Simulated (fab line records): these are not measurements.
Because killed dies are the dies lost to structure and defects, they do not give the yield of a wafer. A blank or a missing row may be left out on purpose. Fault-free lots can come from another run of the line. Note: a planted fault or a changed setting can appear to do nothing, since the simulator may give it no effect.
Chamber matching + flow n5Finfet + 4 sister chambers for N5_BEOL_M9_ETCH_65 on rieDiel-01
The step etches SiARC in CF4, target depth 15.6 nm, time 26 s. 4 wafers are shown with their chamber, then 9 later ones without.

== WAFERS, EACH WITH ITS CHAMBER ==
| wafer  | chamber | drypumpMotorCurrentA (A) |
|--------|---------|--------------------------|
| L083.4 | 3       | 4.9                      |
| L087.2 | 2       | 6.4                      |
| L087.5 | 0       | 6.0                      |
| L087.6 | 1       | 5.8                      |

== WAFERS WITH NO CHAMBER GIVEN ==
| wafer  | drypumpMotorCurrentA (A) |
|--------|--------------------------|
| L090.1 | 6.4                      |
| L090.3 | 4.9                      |
| L090.6 | 6.0                      |
| L089.2 | 6.0                      |
| L089.3 | 4.9                      |
| L089.6 | 5.8                      |
| L092.1 | 4.8                      |
| L092.4 | 6.0                      |
| L092.6 | 6.0                      |

== WHICH CHAMBER EACH ONE RAN IN ==
| wafer  | from the rows above | in truth |
|--------|---------------------|----------|
| L090.1 | 2                   | 2        |
| L090.3 | 3                   | 3        |
| L090.6 | 0                   | 0        |
| L089.2 | 0                   | 0        |
| L089.3 | 3                   | 3        |
| L089.6 | 1                   | 1        |
| L092.1 | 3                   | 3        |
| L092.4 | 0                   | 0        |
| L092.6 | 0                   | 0        |
Correctly placed: 9 of 9. Not placeable from these rows: 0. Wrongly placed: 0.
How it was worked out, from the rows above alone: a wafer's distance from a chamber is the root of the sum, over the readings, of the square of ((its reading less the chamber's mean) divided by the reading's scatter). The wafer belongs to the nearest chamber; if the next one is less than 2 further off, it can't be placed. For every chamber, the mean is computed from those of its wafers that are shown. The scatter: with one shown wafer a chamber, the root of the mean of the squares of how far each hidden wafer lies from its nearest shown one.
